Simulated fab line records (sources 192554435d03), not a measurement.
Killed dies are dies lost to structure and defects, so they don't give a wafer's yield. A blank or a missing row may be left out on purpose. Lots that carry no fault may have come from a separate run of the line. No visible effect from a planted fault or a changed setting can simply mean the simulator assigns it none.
fab line records -- flow n5Finfet
record: lots: 6, wafers: 18, lastDay: 18
route steps=1938 shown BEOL_M8@1377 PASSIVATION@1936
lots that met no fault: taken from a fault-free run of the same line
startH: hours from the record's first day to the start of the lot's first wafer shown -- waitH: hours elapsed since this lot's preceding step -- " as in the row above -- L1.1+2: a single row standing in for several wafers -- - no value present, or no start provided -- * or withheld: withheld -- < > ~ a bound
route shown NAME@n: NAME is a module with steps in the file, n the number in the route of the first one -- usual: mean/standard deviation taken from wafers without a fault -- same: alike in all rows -- chamber/n: place in a boat -- sites: each site's reading -- _std_site: how widely they spread, as a standard deviation -- _edge_site: mean of outer sites minus mean of inner sites -- radiusMm: for every site, how far away it sits from the centre of the wafer -- mask NAME#n: copy n -- behind: the last tool/chamber to shape the wafer -- hold: cause of the lot's hold/its duration in hours/its outcome -- device: which transistor (n, p or np) failed to switch -- end of line: the tests these same wafers got at the end of their route -- step lacking rows: just its recipe -- killed: not the wafer's yield, but the dies lost to structure and defects at the first sort -- map: a wafer's dies, x killed, . not, _ none there
set.NAME: the setting the step ran with; set.NAME@STEP: the setting that earlier step ran with -- model.NAME: the simulator's own value behind a step, which no gauge read
lots at some steps of the route; a table a step, a row a wafer
services: the hour from which a tool's chamber was out of use, counted from the record's first day as startH (under 0 if before that day), plus the number of hours and why
== steps ==
step: N5_BEOL_M8_TRENCH_ETCH_37
recipe: chemistry: C4F6/O2, targetDepthA: 934.78, target: SiCOH_lowk, timeS: 31.2, ionEnergyEv: 250, pressureMtorr: 30, sourceW: 345, biasW: 185, Ar_flow_sccm: 300, C4F6_flow_sccm: 10, O2_flow_sccm: 10
step: N5_BEOL_M8_ETCH_41
recipe: chemistry: CH3F/O2, target: SiCN, targetDepthA: 319, taperDeg: 2, timeS: 57.8, ionEnergyEv: 120, maskMaterial: TiN, pressureMtorr: 30, sourceW: 395, biasW: 75, Ar_flow_sccm: 150, CH3F_flow_sccm: 30, O2_flow_sccm: 20
usual: drypumpMotorCurrentA: 6.0/0.43, oesProductAu: 0.81/0.094, rfVppV: 297.4/1.7, showerheadPlenumPTorr: 2.01/0.072, throttleValvePct: 16.22/0.17
lot.wafer,tool,chamber,startH,waitH,drypumpMotorCurrentA,oesProductAu,rfHoursCounterH,rfVppV,showerheadPlenumPTorr,throttleValvePct
L410.2,rieDiel-04,1,-,-,5.8,0.92,9,298.6,2.05,16.13
L410.3,rieDiel-04,2,-,-,5.9,0.82,90,299.6,2.09,16.21
L410.5,rieDiel-04,2,-,-,5.9,0.83,-,299.0,2.09,16.19
L416.2,rieDiel-06,1,-,-,5.7,0.76,120,296.0,1.93,16.18
L416.4,rieDiel-06,3,-,-,6.4,0.76,160,300.2,2.07,16.24
L416.6,rieDiel-06,3,-,-,6.4,0.76,-,299.4,2.07,16.25
L426.1,rieDiel-04,2,-,-,5.9,0.77,127,297.7,2.08,16.29
L426.2,rieDiel-04,1,-,-,5.8,0.85,43,297.0,2.04,16.18
L426.5,rieDiel-04,1,-,-,5.8,0.84,-,298.3,2.04,16.17
L428.3,rieDiel-06,3,-,-,6.4,0.74,186,299.2,2.06,16.30
L428.4,rieDiel-06,2,-,-,4.9,0.95,10,295.9,1.97,15.97
L428.6,rieDiel-06,2,-,-,5.0,0.96,-,296.8,1.97,15.98
L431.1,rieDiel-04,3,-,-,5.8,0.89,49,299.1,2.12,15.79
L431.3,rieDiel-04,0,-,-,5.9,0.79,99,298.7,2.07,16.36
L431.4,rieDiel-04,2,-,-,5.9,0.77,138,299.7,2.07,16.28
L433.1,rieDiel-04,1,-,-,5.8,0.83,57,298.4,2.04,16.23
L433.4,rieDiel-04,2,-,-,5.9,0.75,139,299.2,2.07,16.31
L433.5,rieDiel-04,0,-,-,5.9,0.78,-,299.1,2.07,16.36
step: N5_BEOL_M8_STRIP_80
recipe: chemistry: N2/H2, timeS: 10, powerW: 450, tempC: 40, pressureMtorr: 20, rfFrequencyHz: 6e+07, biasPowerW: 7, n2FlowSccm: 200, h2FlowSccm: 200
usual: drypumpMotorCurrentA: 6.0/0.43, oesProductAu: 0.82/0.095, rfVppV: 59.2/0.83, showerheadPlenumPTorr: 2.54/0.098, throttleValvePct: 23.5/0.39
lot.wafer,tool,chamber,startH,waitH,drypumpMotorCurrentA,oesProductAu,rfHoursCounterH,rfVppV,showerheadPlenumPTorr,throttleValvePct
L410.2,rieDiel-04,1,-,-,5.8,0.93,9,59.7,2.59,23.3
L410.3,rieDiel-04,2,-,-,6.0,0.81,90,59.4,2.66,23.7
L410.5,rieDiel-04,2,-,-,5.9,0.81,-,60.6,2.66,23.7
L416.2,rieDiel-06,1,-,-,5.8,0.78,120,59.9,2.45,23.5
L416.4,rieDiel-06,3,-,-,6.4,0.76,160,59.0,2.65,24.0
L416.6,rieDiel-06,3,-,-,6.4,0.75,-,59.2,2.65,24.0
L426.1,rieDiel-04,2,-,-,6.0,0.78,127,59.3,2.65,23.8
L426.2,rieDiel-04,1,-,-,5.8,0.87,43,58.4,2.58,23.3
L426.5,rieDiel-04,1,-,-,5.8,0.87,-,58.7,2.58,23.4
L428.3,rieDiel-06,3,-,-,6.4,0.73,187,58.4,2.63,24.1
L428.4,rieDiel-06,2,-,-,4.9,0.97,10,59.4,2.50,23.9
L428.6,rieDiel-06,2,-,-,4.9,0.96,-,58.3,2.50,23.9
L431.1,rieDiel-04,3,-,-,5.8,0.89,49,59.5,2.70,22.9
L431.3,rieDiel-04,0,-,-,5.9,0.80,99,58.1,2.68,24.2
L431.4,rieDiel-04,2,-,-,6.0,0.77,138,59.1,2.64,23.8
L433.1,rieDiel-04,1,-,-,5.8,0.86,57,58.1,2.57,23.4
L433.4,rieDiel-04,2,-,-,6.0,0.77,139,59.0,2.64,23.8
L433.5,rieDiel-04,0,-,-,5.9,0.79,-,59.2,2.68,24.2
step: N5_BEOL_M8_OCD_MEAS_38
usual: trenchDepthNm: 92.0/2.3
lot.wafer,tool,chamber,startH,waitH,trenchDepthNm
L410.2,ocd-02,-,210.56,-,93.9
L410.3,ocd-02,-,210.56,-,95.2
L410.5,ocd-02,-,210.56,-,94.1
L416.2,ocd-02,-,257.73,-,88.1
L416.4,ocd-02,-,257.73,-,91.7
L416.6,ocd-02,-,257.73,-,93.1
L426.1,ocd-02,-,317.15,-,92.6
L426.2,ocd-02,-,317.15,-,93.2
L426.5,ocd-02,-,317.15,-,93.7
L428.3,ocd-01,-,320.10,-,92.6
L428.4,ocd-01,-,320.10,-,97.0
L428.6,ocd-01,-,320.10,-,95.8
L431.1,ocd-02,-,349.58,-,97.5
L431.3,ocd-02,-,349.58,-,89.8
L431.4,ocd-02,-,349.58,-,93.0
L433.1,ocd-02,-,353.69,-,93.8
L433.4,ocd-02,-,353.69,-,92.0
L433.5,ocd-02,-,353.69,-,90.0
step: N5_BEOL_M8_HM_STRIP_39
recipe: chemistry: peroxideTinStrip, material: TiN, targetDepthA: 250, tempC: 50, timeS: 158
step: N5_BEOL_M8_SRD_40
recipe: timeS: 30, tempC: 23, rinseLiquid: diw, dry: ipaMarangoni
step: N5_BEOL_M8_PRECLEAN_42
recipe: chemistry: residueRemover, timeS: 60, tempC: 40
step: N5_BEOL_M8_SRD_43
recipe: timeS: 30, tempC: 23, rinseLiquid: diw, dry: ipaMarangoni
step: N5_BEOL_M8_CD_MEAS_35
recipe: targetCdNm: 40, polarity: opening
usual: cdNm: 39.9/0.71
lot.wafer,tool,chamber,startH,waitH,cdNm
L410.2,cdSem-02,-,210.72,0.0,39.8
L410.3,cdSem-02,-,210.72,0.0,39.1
L410.5,cdSem-02,-,210.72,0.0,39.0
L416.2,cdSem-02,-,257.88,0.0,41.0
L416.4,cdSem-02,-,257.88,0.0,40.2
L416.6,cdSem-02,-,257.88,0.0,39.1
L426.1,cdSem-03,-,317.30,0.0,40.2
L426.2,cdSem-03,-,317.30,0.0,40.0
L426.5,cdSem-03,-,317.30,0.0,40.9
L428.3,cdSem-02,-,320.26,0.0,39.8
L428.4,cdSem-02,-,320.26,0.0,38.1
L428.6,cdSem-02,-,320.26,0.0,39.8
L431.1,cdSem-03,-,349.73,0.0,39.3
L431.3,cdSem-03,-,349.73,0.0,40.1
L431.4,cdSem-03,-,349.73,0.0,40.5
L433.1,cdSem-02,-,353.85,0.0,39.7
L433.4,cdSem-02,-,353.85,0.0,39.8
L433.5,cdSem-02,-,353.85,0.0,38.6
step: N5_BEOL_M8_CURE_75
recipe: tempC: 370, timeS: 120, ambient: DMADMS/He, material: SiCOH_lowk
usual: lampPowerPct: 52.31/0.059, wafer_temp_C_max: 371.7/0.6
lot.wafer,tool,chamber,startH,waitH,lampPowerPct,wafer_temp_C_max
L410.2,uvCure-02,0,210.81,0.1,52.30,371.1
L410.3,uvCure-02,0,210.81,0.1,52.31,372.3
L410.5,uvCure-02,0,210.81,0.1,52.37,371.6
L416.2,uvCure-02,2,257.97,0.1,52.41,371.3
L416.4,uvCure-02,2,257.97,0.1,52.38,370.7
L416.6,uvCure-02,2,257.97,0.1,52.31,371.0
L426.1,uvCure-02,1,317.35,0.0,52.29,371.9
L426.2,uvCure-02,1,317.35,0.0,52.26,371.6
L426.5,uvCure-02,1,317.35,0.0,52.33,371.5
L428.3,uvCure-02,0,320.39,0.1,52.27,371.3
L428.4,uvCure-02,0,320.39,0.1,52.42,371.4
L428.6,uvCure-02,0,320.39,0.1,52.33,371.1
L431.1,uvCure-02,0,349.77,0.0,52.38,371.3
L431.3,uvCure-02,0,349.77,0.0,52.20,371.5
L431.4,uvCure-02,0,349.77,0.0,52.23,371.4
L433.1,uvCure-03,0,353.89,0.0,52.21,371.3
L433.4,uvCure-03,0,353.89,0.0,52.32,371.8
L433.5,uvCure-03,0,353.89,0.0,52.31,371.9
step: N5_BEOL_M8_DEGAS_44
recipe: ambient: vacuum, tempC: 250, timeS: 60
usual: heaterPowerW: 337/41
lot.wafer,tool,chamber,startH,waitH,heaterPowerW
L410.2,pvdSputter-01,-,211.14,0.3,350
L410.3,pvdSputter-01,-,211.14,0.3,310
L410.5,pvdSputter-01,-,211.14,0.3,308
L416.2,pvdSputter-02,-,258.32,0.3,393
L416.4,pvdSputter-02,-,258.32,0.3,318
L416.6,pvdSputter-02,-,258.32,0.3,324
L426.1,pvdSputter-02,-,318.16,0.8,322
L426.2,pvdSputter-02,-,318.16,0.8,398
L426.5,pvdSputter-02,-,318.16,0.8,317
L428.3,pvdSputter-02,-,321.04,0.6,305
L428.4,pvdSputter-02,-,321.04,0.6,398
L428.6,pvdSputter-02,-,321.04,0.6,399
L431.1,pvdSputter-02,-,350.64,0.8,323
L431.3,pvdSputter-02,-,350.64,0.8,310
L431.4,pvdSputter-02,-,350.64,0.8,394
L433.1,pvdSputter-01,-,354.63,0.6,339
L433.4,pvdSputter-01,-,354.63,0.6,301
L433.5,pvdSputter-01,-,354.63,0.6,302
step: N5_BEOL_M8_PRE_CLEAN_45
recipe: gas: H2/He, timeS: 30, tempC: 250
step: N5_BEOL_M8_ALD_77
recipe: material: TaN, targetThkA: 20, tempC: 275, aldPrecursorFamily: PDMAT, aldCoReactant: NH3, pressureTorr: 3, carrierFlowSccm: 1500, pulseTimeS: 2, purgeTimeS: 3, coReactantPurgeTimeS: 2, coReactantPulseTimeS: 3, aldCycles: 40, precursorVesselTempC: 75, precursorVesselPressureTorr: 26.25, precursorVesselCarrierSccm: 1000
usual: aldCycles: 40/0, heaterPowerW: 414/58, precursorVesselPressureTorr: 26.25/0.048
same: coReactantPurgeTimeS: 2
lot.wafer,tool,chamber,startH,waitH,aldCycles,heaterPowerW,precursorVesselPressureTorr,model.TaN_of_BEOL_M8_ALD_77.thkNm
L410.2,aldMetal-03,1,211.24,0.0,40,369,26.29,2
L410.3,aldMetal-03,2,211.24,0.0,40,376,26.15,2
L410.5,aldMetal-03,3,211.24,0.0,40,431,26.20,2
L416.2,aldMetal-01,0,258.42,0.0,40,515,26.27,2
L416.4,aldMetal-01,2,258.42,0.0,40,340,26.26,2
L416.6,aldMetal-01,2,258.42,0.0,40,324,26.30,2
L426.1,aldMetal-03,2,318.27,0.0,53,379,26.24,2.6
L426.2,aldMetal-03,1,318.27,0.0,53,361,26.25,2.6
L426.5,aldMetal-03,3,318.27,0.0,53,424,26.28,2.6
L428.3,aldMetal-03,1,321.15,0.0,53,367,26.20,2.6
L428.4,aldMetal-03,2,321.15,0.0,53,382,26.30,2.6
L428.6,aldMetal-03,0,321.15,0.0,53,480,26.28,2.6
L431.1,aldMetal-01,3,350.76,0.1,40,361,26.23,2
L431.3,aldMetal-01,2,350.76,0.1,40,328,26.29,2
L431.4,aldMetal-01,0,350.76,0.1,40,529,26.29,2
L433.1,aldMetal-04,0,354.74,0.1,40,398,26.25,2
L433.4,aldMetal-04,2,354.74,0.1,40,411,26.22,2
L433.5,aldMetal-04,0,354.74,0.1,40,414,26.17,2
step: N5_BEOL_M8_SURFACE_TREAT_79
recipe: gas: Ar, timeS: *, ionEnergyEv: *, ionCurrentMaCm2: 0.5, pressureMtorr: *, arFlowSccm: 30
usual: throttleValvePct: *
lot.wafer,tool,chamber,startH,waitH,throttleValvePct
L410.2,pvdSputter-01,-,211.54,0.2,*
L410.3,pvdSputter-01,-,211.54,0.2,*
L410.5,pvdSputter-01,-,211.54,0.2,*
L416.2,pvdSputter-01,-,258.71,0.2,*
L416.4,pvdSputter-01,-,258.71,0.2,*
L416.6,pvdSputter-01,-,258.71,0.2,*
L426.1,pvdSputter-01,-,318.62,0.2,*
L426.2,pvdSputter-01,-,318.62,0.2,*
L426.5,pvdSputter-01,-,318.62,0.2,*
L428.3,pvdSputter-01,-,321.52,0.2,*
L428.4,pvdSputter-01,-,321.52,0.2,*
L428.6,pvdSputter-01,-,321.52,0.2,*
L431.1,pvdSputter-01,-,351.04,0.2,*
L431.3,pvdSputter-01,-,351.04,0.2,*
L431.4,pvdSputter-01,-,351.04,0.2,*
L433.1,pvdSputter-01,-,355.05,0.2,*
L433.4,pvdSputter-01,-,355.05,0.2,*
L433.5,pvdSputter-01,-,355.05,0.2,*
step: N5_PASSIVATION_PROBE_49
usual: defectLimitedYield: 91.5/1.4, killed_at_M0_to_M3: 32/11, killed_at_M4_up: 12/4.4, killedAtContacts: 13/6.1, killedAtFrontEnd: 39/12, killedAtOther: 3.9/3, killedDies: 100/17, killedOpen: 66/12, killedShort: 33/7.4, sort_bin_5_function: 5.0/0.95, sort_bin_6_memory: 3.2/0.66, sort_bin_8_speed: 0.0/0.33, sortNPass: 1079/17, sortYieldPct: 91.4/1.5
same: grossDies: 1180, killedAtBackSide: 0, sort_bin_4_leakage[%]: 0
lot.wafer,tool,chamber,startH,waitH,defectLimitedYield[%],killed_at_M0_to_M3,killed_at_M4_up,killedAtContacts,killedAtFrontEnd,killedAtOther,killedDies,killedOpen,killedShort,sort_bin_5_function[%],sort_bin_6_memory[%],sort_bin_8_speed[%],sortNPass,sortYieldPct[%]
L416.2,prober-01,-,327.21,0.1,92.4,34,13,4,35,4,90,63,26,4.5,3.1,0,1090,92.4
L416.4,prober-01,-,327.31,0.2,92.0,19,19,9,44,3,94,59,30,5.2,2.4,0,1086,92.0
L416.6,prober-01,-,327.41,0.3,91.7,19,14,7,51,7,98,59,31,4.5,3.1,2.6,1051,89.1
L426.1,prober-01,-,392.11,0.0,92.0,32,14,19,27,2,94,57,37,4.7,3.2,0,1086,92.0
L426.2,prober-01,-,392.16,0.1,92.3,43,9,16,21,2,91,56,34,4.2,3.2,0,1089,92.3
L426.5,prober-01,-,392.31,0.2,92.3,22,17,13,35,4,91,57,33,4.4,3.1,0,1089,92.3
L433.1,prober-02,-,422.25,0.0,91.6,23,9,10,51,6,99,66,32,4.7,3.6,0,1081,91.6
L433.4,prober-02,-,422.40,0.2,91.4,26,13,10,46,7,102,73,28,4.6,3.9,0,1078,91.4
L433.5,prober-02,-,422.45,0.2,91.6,31,10,7,46,5,99,74,24,5.0,3.2,0,1081,91.6
killed by level:class
L416.2 STI_FIN_REVEAL:geometricParticle:open=13 BEOL_M3:geometricParticle:open=10 DUMMY_GATE:geometricParticle:open=7 BEOL_M1:geometricParticle:open=7 BEOL_M4:geometricParticle:open=7 BEOL_M0_SAQP:geometricParticle:short=5 FIN_SAQP:geometricParticle:open=3 STARTING-WAFER:geometricParticle:open=3
L416.4 STI_FIN_REVEAL:geometricParticle:open=22 FIN_SAQP:geometricParticle:short=9 MOL_CONTACT_COAG:geometricParticle:open=6 BEOL_M4:geometricParticle:open=6 BEOL_M0:geometricParticle:open=5 FIN_SAQP:geometricParticle:open=3 MOL_CONTACT_COAG:geometricParticle:short=3 BEOL_M0_SAQP:geometricParticle:open=3
L416.6 STI_FIN_REVEAL:geometricParticle:open=13 FIN_SAQP:geometricParticle:open=8 FIN_SAQP:geometricParticle:short=7 BEOL_M0_SAQP:geometricParticle:short=5 HKMG_FIN:areaEtch=5 SPACER0:geometricParticle:open=4 MOL_CONTACT_COAG:geometricParticle:open=4 BEOL_M0:geometricParticle:open=4
L426.1 MOL_CONTACT_COAG:geometricParticle:open=14 BEOL_M0_SAQP:geometricParticle:short=8 GATE_CUT:geometricParticle:short=6 BEOL_M2:geometricParticle:open=6 BEOL_M4:geometricParticle:open=6 MOL_CONTACT_COAG:geometricParticle:short=5 STI_FIN_REVEAL:geometricParticle:open=4 GATE_CUT:geometricParticle:open=4
L426.2 MOL_CONTACT_COAG:geometricParticle:open=12 BEOL_M1:geometricParticle:open=11 BEOL_M0_SAQP:geometricParticle:short=8 BEOL_M0_SAQP:geometricParticle:open=8 GATE_CUT:geometricParticle:open=6 BEOL_M5:geometricParticle:open=5 BEOL_M3:geometricParticle:open=5 DUMMY_GATE:geometricParticle:open=4
L426.5 MOL_CONTACT_COAG:geometricParticle:open=10 BEOL_M4:geometricParticle:open=10 GATE_CUT:geometricParticle:short=8 FIN_SAQP:geometricParticle:short=6 BEOL_M3:geometricParticle:open=6 BEOL_M0_SAQP:geometricParticle:short=6 STI_FIN_REVEAL:geometricParticle:open=5 GATE_CUT:geometricParticle:open=5
L433.1 GATE_CUT:geometricParticle:open=12 FIN_SAQP:geometricParticle:short=9 GATE_CUT:geometricParticle:short=8 FIN_SAQP:geometricParticle:open=6 DUMMY_GATE:geometricParticle:open=6 MOL_CONTACT_COAG:geometricParticle:open=6 BEOL_M2:geometricParticle:open=6 BEOL_M1:geometricParticle:open=5
L433.4 MOL_CONTACT_COAG:geometricParticle:open=10 DUMMY_GATE:geometricParticle:open=9 BEOL_M1:geometricParticle:open=9 STI_FIN_REVEAL:geometricParticle:open=8 GATE_CUT:geometricParticle:open=6 GATE_CUT:geometricParticle:short=6 BEOL_M2:geometricParticle:open=5 BEOL_M6:geometricParticle:open=5
L433.5 FIN_SAQP:geometricParticle:open=10 MOL_CONTACT_COAG:geometricParticle:open=7 BEOL_M3:geometricParticle:open=7 BEOL_M1:geometricParticle:open=7 DUMMY_GATE:geometricParticle:open=6 GATE_CUT:geometricParticle:open=6 BEOL_M0_SAQP:geometricParticle:short=6 GATE_CUT:geometricParticle:short=5
== services ==
tool,chamber,startH,hours,kind
rieDiel-04,3,188.31,-,clean
rieDiel-04,3,188.31,-,consumableReplace:focusRing
rieDiel-04,3,188.31,-,consumableReplace:showerhead
rieDiel-04,3,188.31,15.4,scheduledDown
rieDiel-04,3,188.31,15.4,ventCycle
rieDiel-06,2,189.17,6.4,repair
rieDiel-06,-,195.09,0.2,repair
uvCure-02,-,196.12,1.0,pm
aldMetal-03,3,216.40,2.1,repair
aldMetal-04,-,221.33,2.8,pm
uvCure-02,-,240.64,12.4,repair
aldMetal-03,3,262.83,25.9,repair
rieDiel-06,2,274.97,-,clean
rieDiel-06,2,274.97,-,consumableReplace:focusRing
rieDiel-06,-,279.75,0.6,repair
uvCure-02,-,284.84,3.4,pm
uvCure-03,-,285.03,2.1,pm
aldMetal-04,1,287.94,8.8,repair
aldMetal-01,-,306.07,8.7,pm
aldMetal-03,2,313.96,1.7,repair
uvCure-03,-,323.73,7.5,pm
aldMetal-03,-,330.69,8.7,pm
aldMetal-04,-,337.25,14.0,pm
pvdSputter-02,-,339.91,4.3,repair
== key ==
firstSign: step: N5_BEOL_M8_ALD_77, reading: aldCycles, direction: up, sigmas: 99+, usual: *, struck: *
effect none on later readings
modelEffect: step: N5_BEOL_M8_ALD_77, value: TaN_of_BEOL_M8_ALD_77.thkNm, without: 2, struck: 2.6
metAt N5_BEOL_M8_ALD_77
struckWafers L426.1,L426.2,L426.5,L428.3,L428.4,L428.6
onsetBetween 211.24 318.27
fault: kind: processParameterDrift, tool: aldMetal-03, chamber: -, onsetH: 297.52, steps: N5_BEOL_M8_ALD_77, channel: aldCycles, offset: *, shape: step, endH: 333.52, actsIn: *, stated: *
